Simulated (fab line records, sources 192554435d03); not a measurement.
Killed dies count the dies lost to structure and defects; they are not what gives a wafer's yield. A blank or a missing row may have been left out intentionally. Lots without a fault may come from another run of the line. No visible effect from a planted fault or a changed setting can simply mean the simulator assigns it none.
fab line records + flow n5_finfet
record:
- lots: 10
- wafers: 28
- last_day: 17
route steps=1938 shown BEOL_M4@1111 BEOL_M10@1509 PASS1_DEP@1831 MIM_TOP@1834 PASSIVATION@1936
lots that met no fault: taken from a fault-free run of the same line
start_h: the number of hours between the record's first day and the start of the first shown wafer of the lot + wait_h: hours from the lot's prior step to this one + " identical to the entry in the row above + L1.1+2: a single row standing in for several wafers + - no value, or no start was given + * or withheld: withheld + < > ~ a bound
route shown NAME@n: a module of which the file shows steps, and the number in the route of the first + usual: mean/standard deviation taken from wafers without a fault + same: alike in all rows + chamber/n: place in a boat + sites: per-site readings + _std_site: the values' standard deviation + _edge_site: inner sites' mean taken away from outer sites' mean + radius_mm: for every site, how far away it sits from the centre of the wafer + mask NAME#n: copy n + behind: the last tool/chamber to shape the wafer + hold: why the lot was held/for how many hours/how that ended + device: transistor that didn't switch, given as n, p or np + end of line: at the end of the route, the tests of the same wafers + a step given without rows: its recipe and nothing more + killed: count of dies lost to structure and defects at first sort (not the wafer's yield) + map: a wafer's dies, marking killed ones x, the rest . and places with no die _
set.NAME: the setting as run; set.NAME@STEP: as run at that earlier step + model.NAME: the simulator's own value behind a step, which no gauge read
one table for each step of the route and one row for each wafer, over a sample of lots
services: the hour from which a tool's chamber was out of use, counted from the record's first day as start_h (under 0 if before that day), plus the number of hours and why
== steps ==
step: N5_BEOL_M4_RC_MEAS_101
usual:
- DIBL_N: 36.4/1.7
- DIBL_P: 36.4/2.1
- IOFF_N: 0.16/0.035
- IOFF_P: 0.21/0.035
- ION_N: 680/11
- ION_P: 465/6.8
- SS_N: 71.5/0.58
- SS_P: 73.2/0.72
- VT_N: 249/3.6
- VT_P: -250/3.1
| lot.wafer | tool      | chamber | start_h | wait_h | DIBL_N[mV/V] | DIBL_P[mV/V] | IOFF_N[nA/um] | IOFF_P[nA/um] | ION_N[uA/um] | ION_P[uA/um] | SS_N[mV/dec] | SS_P[mV/dec] | VT_N[mV] | VT_P[mV] |
|-----------|-----------|---------|---------|--------|--------------|--------------|---------------|---------------|--------------|--------------|--------------|--------------|----------|----------|
| L224.2    | prober-02 | 0       | 176.91  | 0.2    | 34.6         | 34.5         | 0.14          | 0.19          | 669          | 462          | 71.7         | 72.8         | 252      | -248     |
| L224.4    | "         | 0       | "       | "      | 34.0         | 33.7         | 0.13          | 0.17          | 667          | 460          | 71.6         | 72.1         | 253      | -253     |
| L224.5    | "         | 0       | "       | "      | 37.1         | 37.9         | 0.18          | 0.23          | 689          | 467          | 71.5         | 73.1         | 246      | -247     |
| L225.1    | prober-01 | 0       | 181.62  | 0.0    | 36.0         | 37.7         | 0.17          | 0.24          | 685          | 469          | 71.2         | 73.6         | 248      | -250     |
| L225.4    | "         | 0       | "       | "      | 35.2         | 36.5         | 0.16          | 0.22          | 686          | 471          | 71.3         | 73.5         | 249      | -250     |
| L225.5    | "         | 0       | "       | "      | 37.9         | 39.5         | 0.22          | 0.28          | 693          | 476          | 72.1         | 74.4         | 247      | -246     |
| L231.3    | prober-02 | 0       | 215.20  | 0.9    | 34.2         | 34.4         | 0.13          | 0.18          | 689          | 466          | 70.7         | 72.2         | 251      | -254     |
| L231.5    | "         | 0       | "       | "      | 34.8         | 34.9         | 0.14          | 0.18          | 675          | 465          | 72.1         | 72.0         | 251      | -253     |
| L231.6    | "         | 0       | "       | "      | 37.7         | 37.7         | 0.18          | 0.22          | 695          | 468          | 71.9         | 72.7         | 248      | -252     |
| L230.1    | prober-02 | 0       | 216.23  | 0.0    | 36.7         | 38.2         | 0.19          | 0.24          | 682          | 472          | 72.0         | 74.0         | 244      | -249     |
| L230.3    | "         | 0       | "       | "      | 32.4         | 33.1         | 0.12          | 0.16          | 671          | 461          | 71.7         | 72.1         | 254      | -253     |
| L230.6    | "         | 0       | "       | "      | 36.7         | 37.7         | 0.19          | 0.23          | 682          | 465          | 71.5         | 73.9         | 246      | -250     |
| L233.1    | prober-01 | 0       | 220.75  | 0.0    | 37.7         | 36.4         | 0.19          | 0.24          | 697          | 474          | 71.9         | 73.2         | 244      | -246     |
| L233.4    | "         | 0       | "       | "      | 35.5         | 33.3         | 0.13          | 0.18          | 655          | 457          | 71.9         | 72.4         | 252      | -252     |
| L233.5    | "         | 0       | "       | "      | 35.9         | 34.8         | 0.14          | 0.21          | 682          | 469          | 71.6         | 72.8         | 246      | -246     |
| L234.1    | prober-02 | 0       | 233.07  | 0.0    | 37.5         | 39.5         | 0.18          | 0.23          | 680          | 463          | 71.6         | 74.5         | 249      | -249     |
| L234.3    | "         | 0       | "       | "      | 37.0         | 37.7         | 0.16          | 0.20          | 662          | 456          | 71.4         | 73.6         | 250      | -251     |
| L234.6    | "         | 0       | "       | "      | 38.2         | 39.3         | 0.19          | 0.22          | 677          | 458          | 71.7         | 74.7         | 247      | -249     |
| L235.3    | prober-01 | 0       | 247.19  | 0.3    | 35.3         | 34.5         | 0.14          | 0.18          | 679          | 463          | 71.1         | 72.3         | 250      | -252     |
| L235.4    | "         | 0       | "       | "      | 35.7         | 34.5         | 0.15          | 0.20          | 679          | 461          | 71.2         | 72.8         | 248      | -249     |
| L235.5    | "         | 0       | "       | "      | 36.4         | 34.9         | 0.16          | 0.20          | 678          | 459          | 71.6         | 73.1         | 247      | -252     |
| L236.2    | prober-02 | 0       | 252.17  | 0.2    | 38.0         | 36.6         | 0.19          | 0.25          | 695          | 473          | 72.4         | 73.9         | 243      | -244     |
| L236.3    | "         | 0       | "       | "      | 34.5         | 33.9         | 0.13          | 0.21          | 676          | 473          | 70.4         | 72.5         | 250      | -250     |
| L236.5    | "         | 0       | "       | "      | 38.1         | 37.7         | 0.20          | 0.28          | 695          | 474          | 72.4         | 74.1         | 244      | -244     |
| L244.3    | prober-02 | 0       | 293.55  | 0.3    | 37.7         | 37.7         | 0.19          | 0.23          | 702          | 471          | 71.0         | 73.2         | 243      | -249     |
| L244.6    | "         | 0       | "       | "      | 41.5         | 42.8         | 0.31          | 0.32          | 717          | 480          | 72.9         | 75.0         | 239      | -245     |
| L242.3    | prober-01 | 0       | 297.06  | 0.3    | 38.7         | 36.9         | 0.20          | 0.25          | 689          | 472          | 72.1         | 73.9         | 247      | -248     |
| L242.5    | "         | 0       | "       | "      | 38.8         | 36.5         | 0.21          | 0.24          | 686          | 465          | 71.3         | 73.6         | 247      | -248     |
step: N5_BEOL_M10_VIA_ETCH_34
recipe:
- chemistry: C4F6/O2
- target: SiCOH_lowk
- target_depth_a: 1845
- mask_material: SOC
- taper_deg: 4
- time_s: 69.2
- ion_energy_ev: 250
- pressure_mtorr: 30
- source_w: 345
- bias_w: 185
- Ar_flow_sccm: 300
- C4F6_flow_sccm: 10
- O2_flow_sccm: 10
usual:
- drypump_motor_current_A: 5.8/0.55
- oes_product_au: 0.77/0.076
- rf_vpp_V: 662/12
- showerhead_plenum_p_Torr: 2.83/0.078
- throttle_valve_pct: 21.00/0.26
| lot.wafer | tool        | chamber | start_h | wait_h | drypump_motor_current_A | oes_product_au | rf_hours_counter_h | rf_vpp_V | showerhead_plenum_p_Torr | throttle_valve_pct |
|-----------|-------------|---------|---------|--------|-------------------------|----------------|--------------------|----------|--------------------------|--------------------|
| L224.2    | rie_diel-02 | 1       | 227.72  | 0.0    | 6.6                     | 0.71           | 182                | 672      | 2.83                     | 21.18              |
| L224.4    | "           | 2       | "       | "      | 5.8                     | 0.74           | 192                | 671      | 2.94                     | 20.92              |
| L224.5    | "           | 1       | "       | "      | 6.6                     | 0.71           | -                  | 673      | 2.83                     | 21.20              |
| L225.1    | rie_diel-04 | 0       | 235.07  | 0.0    | 6.8                     | 0.70           | 218                | 671      | 2.70                     | 21.30              |
| L225.4    | "           | 3       | "       | "      | 5.3                     | 0.73           | 186                | 670      | 2.73                     | 21.17              |
| L225.5    | "           | 1       | "       | "      | 6.0                     | 0.70           | -                  | 673      | 2.80                     | 21.26              |
| L231.3    | rie_diel-02 | 2       | 272.86  | 0.0    | 5.9                     | 0.73           | 210                | 673      | 2.93                     | 20.95              |
| L231.5    | "           | 1       | "       | "      | 6.6                     | 0.70           | -                  | 671      | 2.83                     | 21.22              |
| L231.6    | "           | 3       | "       | "      | 5.0                     | 0.70           | -                  | 646      | 2.81                     | 21.36              |
| L230.1    | rie_diel-04 | 2       | 274.65  | 0.0    | 6.2                     | 0.83           | 81                 | 648      | 2.74                     | 20.57              |
| L230.3    | "           | 3       | "       | "      | 5.3                     | 0.73           | 200                | 670      | 2.73                     | 21.16              |
| L230.6    | "           | 0       | "       | "      | 6.8                     | 0.69           | -                  | 671      | 2.70                     | 21.32              |
| L234.1    | rie_diel-02 | 1       | 283.58  | 0.0    | 6.6                     | 0.69           | 204                | 672      | 2.82                     | 21.23              |
| L234.3    | "           | 0       | "       | "      | 5.6                     | 0.88           | 17                 | 656      | 2.90                     | 20.83              |
| L234.6    | "           | 1       | "       | "      | 6.6                     | 0.70           | -                  | 672      | 2.82                     | 21.24              |
| L233.1    | rie_diel-02 | 3       | 284.18  | 0.0    | 5.0                     | 0.70           | 219                | 645      | 2.81                     | 21.38              |
| L233.4    | "           | 1       | "       | "      | 6.6                     | 0.69           | 205                | 673      | 2.82                     | 21.23              |
| L233.5    | "           | 2       | "       | "      | 5.9                     | 0.72           | -                  | 673      | 2.93                     | 20.97              |
| L236.2    | rie_diel-04 | 1       | 303.02  | 0.0    | 6.0                     | 0.96           | 5                  | 672      | 2.79                     | 20.92              |
| L236.3    | "           | 2       | "       | "      | 6.2                     | 0.81           | 93                 | 648      | 2.74                     | 20.59              |
| L236.5    | "           | 3       | "       | "      | 5.3                     | 0.71           | -                  | 669      | 2.72                     | 21.19              |
| L235.3    | rie_diel-02 | 0       | 305.29  | 0.0    | 5.6                     | 0.87           | 25                 | 656      | 2.90                     | 20.85              |
| L235.4    | "           | 2       | "       | "      | 5.8                     | 0.72           | 222                | 673      | 2.93                     | 20.97              |
| L235.5    | "           | 0       | "       | "      | 5.6                     | 0.86           | -                  | 656      | 2.90                     | 20.84              |
| L244.3    | rie_diel-04 | 2       | 346.89  | 0.0    | 6.1                     | 0.69           | 113                | 647      | 2.73                     | 20.59              |
| L244.6    | "           | 3       | "       | "      | 5.3                     | 0.61           | -                  | 669      | 2.71                     | 21.19              |
| L242.3    | rie_diel-04 | 2       | 351.40  | 0.0    | 6.2                     | 0.70           | 114                | 648      | 2.73                     | 20.57              |
| L242.5    | "           | 2       | "       | "      | 6.1                     | 0.81           | -                  | 647      | 2.73                     | 20.61              |
step: N5_PASSIVATION_PECVD_00
recipe:
- material: SiO2
- target_thk_a: 2000
- temp_c: 400
- precursor: SiH4/N2O
- pressure_torr: 2.7
- rf_w: 608
- time_s: 11.2
usual:
- heater_power_outer_w: 399/86
- heater_power_w: 668/91
- showerhead_plenum_p_Torr: 8.23/0.13
- throttle_valve_pct: 51.3/1.9
| lot.wafer | tool     | chamber | start_h | wait_h | heater_power_outer_w | heater_power_w | showerhead_plenum_p_Torr | since_wet_clean_h | throttle_valve_pct |
|-----------|----------|---------|---------|--------|----------------------|----------------|--------------------------|-------------------|--------------------|
| L224.2    | pecvd-04 | 2       | 267.33  | 0.7    | 429                  | 677            | 8.00                     | 36                | 48.1               |
| L224.4    | "        | 2       | "       | "      | 449                  | 685            | 7.98                     | -                 | 48.1               |
| L224.5    | "        | 0       | "       | "      | 454                  | 796            | 8.21                     | -                 | 50.4               |
| L225.1    | pecvd-01 | 1       | 269.07  | 0.8    | 526                  | 770            | 8.28                     | 1879              | 50.6               |
| L225.4    | "        | 1       | "       | "      | 535                  | 781            | 8.27                     | -                 | 50.6               |
| L225.5    | "        | 0       | "       | "      | 330                  | 604            | 8.17                     | -                 | 52.8               |
| L231.3    | pecvd-01 | 0       | 306.14  | 0.5    | 348                  | 613            | 8.16                     | 1191              | 52.9               |
| L231.5    | "        | 1       | "       | "      | 557                  | 793            | 8.29                     | -                 | 50.7               |
| L231.6    | "        | 0       | "       | "      | 352                  | 636            | 8.16                     | -                 | 52.8               |
| L230.1    | pecvd-01 | 0       | 312.11  | 0.8    | 297                  | 566            | 8.17                     | 1197              | 52.7               |
| L230.3    | "        | 2       | "       | "      | 403                  | 626            | 8.03                     | 497               | 51.0               |
| L230.6    | "        | 2       | "       | "      | 404                  | 652            | 8.06                     | -                 | 51.3               |
| L234.1    | pecvd-01 | 1       | 322.42  | 0.8    | 581                  | 839            | 8.26                     | 1933              | 50.6               |
| L234.3    | "        | 0       | "       | "      | 324                  | 607            | 8.14                     | 1208              | 52.9               |
| L234.6    | "        | 1       | "       | "      | 574                  | 855            | 8.26                     | -                 | 50.5               |
| L233.1    | pecvd-02 | 0       | 327.83  | 0.8    | 316                  | 547            | 8.31                     | 1032              | 54.8               |
| L233.4    | "        | 2       | "       | "      | 371                  | 663            | 8.38                     | -                 | 49.4               |
| L233.5    | "        | 0       | "       | "      | 312                  | 562            | 8.27                     | -                 | 55.2               |
| L235.3    | pecvd-02 | 0       | 341.00  | 0.5    | 376                  | 656            | 8.30                     | 1045              | 54.7               |
| L235.4    | "        | 1       | "       | "      | 372                  | 656            | 8.38                     | -                 | 52.1               |
| L235.5    | "        | 0       | "       | "      | 276                  | 510            | 8.28                     | -                 | 54.9               |
| L236.2    | pecvd-02 | 1       | 351.56  | 0.7    | 410                  | 692            | 8.38                     | 1780              | 52.2               |
| L236.3    | "        | 2       | "       | "      | 344                  | 604            | 8.35                     | 284               | 49.7               |
| L236.5    | "        | 2       | "       | "      | 341                  | 611            | 8.39                     | -                 | 49.6               |
| L242.3    | pecvd-04 | 0       | 392.39  | 0.5    | 378                  | 714            | 8.24                     | 915               | 51.3               |
| L242.5    | "        | 2       | "       | "      | 469                  | 706            | 8.01                     | -                 | 48.8               |
step: N5_MIM_TOP_ALD_00
recipe:
- material: Al2O3
- target_thk_a: *
- temp_c: withheld
- ald_precursor_family: TMA
- ald_co_reactant: O3
- pulse_time_s: withheld
- purge_time_s: 3
- co_reactant_purge_time_s: withheld
- co_reactant_pulse_time_s: 3
- ald_cycles: withheld
usual:
- precursor_pulse_height_rel: 1.001/0.018
| lot.wafer | tool      | chamber | start_h | wait_h | precursor_pulse_height_rel |
|-----------|-----------|---------|---------|--------|----------------------------|
| L224.2    | ald_hk-01 | 1       | 267.93  | 0.1    | 1.008                      |
| L224.4    | "         | 3       | "       | "      | 1.006                      |
| L224.5    | "         | 2       | "       | "      | 0.965                      |
| L225.1    | ald_hk-01 | 3       | 271.34  | 0.1    | 1.007                      |
| L225.4    | "         | 0       | "       | "      | 1.014                      |
| L225.5    | "         | 2       | "       | "      | 0.989                      |
| L231.3    | ald_hk-01 | 1       | 308.92  | 0.1    | 0.999                      |
| L231.5    | "         | 2       | "       | "      | 0.996                      |
| L231.6    | "         | 3       | "       | "      | 0.982                      |
| L230.1    | ald_hk-01 | 0       | 312.48  | 0.1    | 0.989                      |
| L230.3    | "         | 2       | "       | "      | 0.987                      |
| L230.6    | "         | 2       | "       | "      | 0.976                      |
| L234.1    | ald_hk-03 | 2       | 324.65  | 0.1    | 1.000                      |
| L234.3    | "         | 3       | "       | "      | 1.027                      |
| L234.6    | "         | 1       | "       | "      | 0.992                      |
| L233.1    | ald_hk-01 | 0       | 328.41  | 0.1    | 0.995                      |
| L233.4    | "         | 1       | "       | "      | 0.982                      |
| L233.5    | "         | 0       | "       | "      | 1.026                      |
| L235.3    | ald_hk-02 | 2       | 341.58  | 0.1    | 1.000                      |
| L235.4    | "         | 3       | "       | "      | 0.998                      |
| L235.5    | "         | 2       | "       | "      | 0.969                      |
| L236.2    | ald_hk-02 | 3       | 352.36  | 0.1    | 1.017                      |
| L236.3    | "         | 0       | "       | "      | 0.991                      |
| L236.5    | "         | 2       | "       | "      | 0.966                      |
| L242.3    | ald_hk-02 | 2       | 393.78  | 0.1    | 1.003                      |
| L242.5    | "         | 2       | "       | "      | 0.996                      |
step: N5_MIM_TOP_DEGAS_04
recipe:
- ambient: vacuum
- temp_c: 300
- time_s: 60
usual:
- heater_power_w: 469/47
| lot.wafer | tool           | chamber | start_h | wait_h | heater_power_w |
|-----------|----------------|---------|---------|--------|----------------|
| L224.2    | pvd_sputter-01 | -       | 268.45  | -      | 440            |
| L224.4    | "              | -       | "       | "      | 454            |
| L224.5    | "              | -       | "       | "      | 435            |
| L225.1    | pvd_sputter-01 | -       | 272.54  | -      | 438            |
| L225.4    | "              | -       | "       | "      | 495            |
| L225.5    | "              | -       | "       | "      | 451            |
| L231.3    | pvd_sputter-03 | -       | 309.50  | -      | 475            |
| L231.5    | "              | -       | "       | "      | 465            |
| L231.6    | "              | -       | "       | "      | 480            |
| L230.1    | pvd_sputter-03 | -       | 313.21  | -      | 388            |
| L230.3    | "              | -       | "       | "      | 473            |
| L230.6    | "              | -       | "       | "      | 483            |
| L234.1    | pvd_sputter-02 | -       | 325.47  | -      | 582            |
| L234.3    | "              | -       | "       | "      | 456            |
| L234.6    | "              | -       | "       | "      | 503            |
| L233.1    | pvd_sputter-03 | -       | 331.34  | -      | 487            |
| L233.4    | "              | -       | "       | "      | 476            |
| L233.5    | "              | -       | "       | "      | 494            |
| L235.3    | pvd_sputter-02 | -       | 342.09  | -      | 453            |
| L235.4    | "              | -       | "       | "      | 459            |
| L235.5    | "              | -       | "       | "      | 565            |
| L236.2    | pvd_sputter-02 | -       | 354.70  | -      | 512            |
| L236.3    | "              | -       | "       | "      | 451            |
| L236.5    | "              | -       | "       | "      | 449            |
| L242.3    | pvd_sputter-01 | -       | 394.70  | -      | 444            |
| L242.5    | "              | -       | "       | "      | 446            |
step: N5_PASSIVATION_PROBE_49
usual:
- defect_limited_yield: 91.3/1.4
- killed_at_M0_to_M3: 36/11
- killed_at_M4_up: 13/5.2
- killed_at_contacts: 13/6.5
- killed_at_front_end: 37/11
- killed_at_other: 3.6/2.9
- killed_dies: 103/17
- killed_on_rim: 13/3.6
- killed_open: 68/12
- killed_short: 33/7.3
- sort_bin_4_leakage: 0.01/0.039
- sort_bin_5_function: 5.2/0.91
- sort_bin_6_memory: 3.2/0.67
- sort_n_pass: 1077/17
- sort_yield_pct: 91.3/1.4
same:
- gross_dies: 1180
- killed_at_back_side: 0
- sort_bin_8_speed[%]: 0
| lot.wafer | tool      | chamber | start_h | wait_h | defect_limited_yield[%] | killed_at_M0_to_M3 | killed_at_M4_up | killed_at_contacts | killed_at_front_end | killed_at_other | killed_dies | killed_on_rim | killed_open | killed_short | sort_bin_4_leakage[%] | sort_bin_5_function[%] | sort_bin_6_memory[%] | sort_n_pass | sort_yield_pct[%] |
|-----------|-----------|---------|---------|--------|-------------------------|--------------------|-----------------|--------------------|---------------------|-----------------|-------------|---------------|-------------|--------------|-----------------------|------------------------|----------------------|-------------|-------------------|
| L235.3    | prober-02 | -       | 353.63  | 0.1    | 90.3                    | 36                 | 13              | 5                  | 57                  | 3               | 114         | 18            | 69          | 36           | 0                     | 6.2                    | 2.8                  | 1066        | 90.3              |
| L235.4    | prober-02 | -       | 353.68  | 0.2    | 91.5                    | 21                 | 12              | 8                  | 56                  | 3               | 100         | 12            | 64          | 33           | 0                     | 4.2                    | 3.6                  | 1080        | 91.5              |
| L235.5    | prober-02 | -       | 353.73  | 0.2    | 90.6                    | 35                 | 16              | 13                 | 45                  | 2               | 111         | 17            | 61          | 45           | 0                     | 5.4                    | 3.6                  | 1069        | 90.6              |
| L236.2    | prober-01 | -       | 368.00  | 0.1    | 91.9                    | 34                 | 11              | 6                  | 42                  | 2               | 95          | 17            | 59          | 34           | 0                     | 5.4                    | 2.3                  | 1085        | 91.9              |
| L236.3    | prober-01 | -       | 368.05  | 0.1    | 89.9                    | 55                 | 15              | 9                  | 36                  | 4               | 119         | 21            | 76          | 35           | 0                     | 5.8                    | 4.1                  | 1061        | 89.9              |
| L236.5    | prober-01 | -       | 368.15  | 0.2    | 92.3                    | 25                 | 17              | 4                  | 41                  | 4               | 91          | 16            | 48          | 41           | 0                     | 4.7                    | 2.7                  | 1089        | 92.3              |
| L244.3    | prober-01 | -       | 400.16  | 0.1    | 39.7                    | 32                 | 620             | 15                 | 38                  | 7               | 712         | 141           | 78          | 26           | 0                     | 56.6                   | 3.3                  | 468         | 39.7              |
| L244.6    | prober-01 | -       | 400.31  | 0.3    | 25.7                    | 24                 | 795             | 15                 | 36                  | 7               | 877         | 46            | 54          | 39           | 0.17                  | 71.1                   | 2.7                  | 301         | 25.5              |
| L242.3    | prober-02 | -       | 404.41  | 0.1    | 65.0                    | 32                 | 336             | 13                 | 31                  | 1               | 413         | 123           | 62          | 28           | 0                     | 31.8                   | 2.6                  | 767         | 65.0              |
| L242.5    | prober-02 | -       | 404.51  | 0.2    | 91.4                    | 48                 | 11              | 13                 | 29                  | 1               | 102         | 13            | 67          | 32           | 0                     | 5.5                    | 3.1                  | 1078        | 91.4              |
killed by level:class
L235.3 STI_FIN_REVEAL:geometric_particle:open=14 BEOL_M3:geometric_particle:open=8 FIN_SAQP:geometric_particle:short=6 FIN_SAQP:geometric_particle:open=6 BEOL_M4:geometric_particle:open=6 HKMG_FIN:area_etch=6 BEOL_M2:geometric_particle:open=5 STI_FIN_REVEAL:geometric_particle:short=5
L235.4 FIN_SAQP:geometric_particle:short=14 STI_FIN_REVEAL:geometric_particle:open=8 DUMMY_GATE:geometric_particle:open=6 MOL_CONTACT_COAG:geometric_particle:open=6 FIN_SAQP:geometric_particle:open=5 BEOL_M2:geometric_particle:open=5 BEOL_M0_SAQP:geometric_particle:open=4 BEOL_M6:geometric_particle:open=4
L235.5 MOL_CONTACT_COAG:geometric_particle:open=11 FIN_SAQP:geometric_particle:short=10 BEOL_M2:geometric_particle:short=8 FIN_SAQP:geometric_particle:open=7 STI_FIN_REVEAL:geometric_particle:open=7 BEOL_M0:geometric_particle:open=6 BEOL_M3:geometric_particle:open=6 GATE_CUT:geometric_particle:short=5
L236.2 FIN_SAQP:geometric_particle:open=9 FIN_SAQP:geometric_particle:short=9 BEOL_M1:geometric_particle:open=8 STI_FIN_REVEAL:geometric_particle:open=7 BEOL_M3:geometric_particle:open=6 MOL_CONTACT_COAG:geometric_particle:open=5 BEOL_M0_SAQP:geometric_particle:short=5 BEOL_M0_SAQP:geometric_particle:open=4
L236.3 BEOL_M1:geometric_particle:open=18 FIN_SAQP:geometric_particle:open=12 MOL_CONTACT_COAG:geometric_particle:open=8 BEOL_M1:geometric_particle:short=8 STI_FIN_REVEAL:geometric_particle:open=7 BEOL_M3:geometric_particle:open=7 BEOL_M0_SAQP:geometric_particle:short=5 FIN_SAQP:geometric_particle:short=4
L236.5 FIN_SAQP:geometric_particle:short=11 FIN_SAQP:geometric_particle:open=9 BEOL_M0_SAQP:geometric_particle:open=7 BEOL_M1:geometric_particle:open=6 BEOL_M0_SAQP:geometric_particle:short=5 STARTING-WAFER:geometric_particle:short=5 STI_FIN_REVEAL:geometric_particle:open=3 GATE_CUT:geometric_particle:short=3
L244.3 BEOL_M10:area_etch=607 MOL_CONTACT_COAG:geometric_particle:open=14 BEOL_M1:geometric_particle:open=10 BEOL_M3:geometric_particle:open=10 BEOL_M4:geometric_particle:open=8 FIN_SAQP:geometric_particle:short=6 STI_FIN_REVEAL:geometric_particle:open=5 FIN_SAQP:geometric_particle:open=4
L244.6 BEOL_M10:area_etch=783 MOL_CONTACT_COAG:geometric_particle:open=13 FIN_SAQP:geometric_particle:short=12 BEOL_M0_SAQP:geometric_particle:short=10 BEOL_M0_SAQP:geometric_particle:open=9 FIN_SAQP:geometric_particle:open=5 STI_FIN_REVEAL:geometric_particle:open=5 BEOL_M6:geometric_particle:open=5
L242.3 BEOL_M10:area_etch=321 BEOL_M1:geometric_particle:open=11 FIN_SAQP:geometric_particle:open=10 MOL_CONTACT_COAG:geometric_particle:open=8 BEOL_M2:geometric_particle:open=6 STI_FIN_REVEAL:geometric_particle:open=5 GATE_CUT:geometric_particle:short=5 MOL_CONTACT_COAG:geometric_particle:short=5
L242.5 BEOL_M2:geometric_particle:open=12 FIN_SAQP:geometric_particle:open=11 MOL_CONTACT_COAG:geometric_particle:open=10 BEOL_M0_SAQP:geometric_particle:short=10 BEOL_M1:geometric_particle:open=7 BEOL_M3:geometric_particle:open=7 BEOL_M0_SAQP:geometric_particle:open=6 FIN_SAQP:geometric_particle:short=4
== services ==
| tool           | chamber | start_h | hours | kind                          |
|----------------|---------|---------|-------|-------------------------------|
| rie_diel-02    | 0       | 211.43  | -     | clean                         |
| rie_diel-02    | 0       | 211.43  | -     | consumable_replace:focus_ring |
| rie_diel-02    | 0       | 211.43  | 15.1  | scheduled_down                |
| rie_diel-02    | 0       | 211.43  | 15.1  | vent_cycle                    |
| pecvd-01       | 2       | 232.52  | 6.1   | repair                        |
| pvd_sputter-02 | -       | 239.55  | 2.6   | repair                        |
| ald_hk-03      | -       | 246.48  | 0.4   | repair                        |
| pecvd-01       | -       | 261.97  | 1.2   | repair                        |
| rie_diel-02    | 0       | 269.78  | 9.7   | repair                        |
| rie_diel-04    | 1       | 272.31  | -     | clean                         |
| rie_diel-04    | 1       | 272.31  | -     | consumable_replace:focus_ring |
| pecvd-04       | 1       | 274.60  | 19.2  | repair                        |
| rie_diel-02    | -       | 301.01  | 2.8   | pm                            |
| pvd_sputter-01 | -       | 306.96  | 5.3   | repair                        |
| pecvd-04       | -       | 312.91  | 0.8   | repair                        |
| ald_hk-03      | -       | 313.61  | 8.7   | pm                            |
| pvd_sputter-01 | -       | 347.23  | 7.8   | repair                        |
| pvd_sputter-01 | -       | 365.53  | 1.5   | repair                        |
| rie_diel-02    | 3       | 375.83  | -     | clean                         |
| rie_diel-02    | 3       | 375.83  | -     | consumable_replace:focus_ring |
| rie_diel-02    | 3       | 375.83  | 22.7  | scheduled_down                |
| rie_diel-02    | 3       | 375.83  | 22.7  | vent_cycle                    |
| rie_diel-02    | 1       | 377.66  | 3.6   | repair                        |
| rie_diel-04    | 3       | 391.70  | 8.2   | repair                        |
== key ==
first_sign:
- step: N5_PASSIVATION_PROBE_49
- reading: killed_at_M4_up
- direction: up
- sigmas: 99+
- usual: 13
- struck: 584
effect:
- step: N5_PASSIVATION_PROBE_49
- reading: sort_bin_5_function
- direction: up
- sigmas: 53
- usual: 5.2
- struck: 53.2
more_kills_born_at:
- N5_BEOL_M10_VIA_ETCH_34@rie_diel-04: 1711
met_at N5_BEOL_M10_VIA_ETCH_34
struck_lots L242,L244
struck_wafers L242.3,L244.3,L244.6
later_rows_left_out L244.3,L244.6
not_acting_at N5_PASSIVATION_PECVD_00,N5_MIM_TOP_ALD_00,N5_MIM_TOP_DEGAS_04
onset_between 303.02 346.89
fault:
- kind: process_parameter_drift
- tool: rie_diel-04
- chamber: -
- onset_h: 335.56
- steps: N5_BEOL_M10_VIA_ETCH_34
- channel: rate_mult
- offset: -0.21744
- shape: step
- end_h: 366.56
- scope: struck_wafers_only
later_rows_left_out: the simulator's readings of these wafers behind a module that went badly wrong aren't trusted and aren't shown, but for the sort
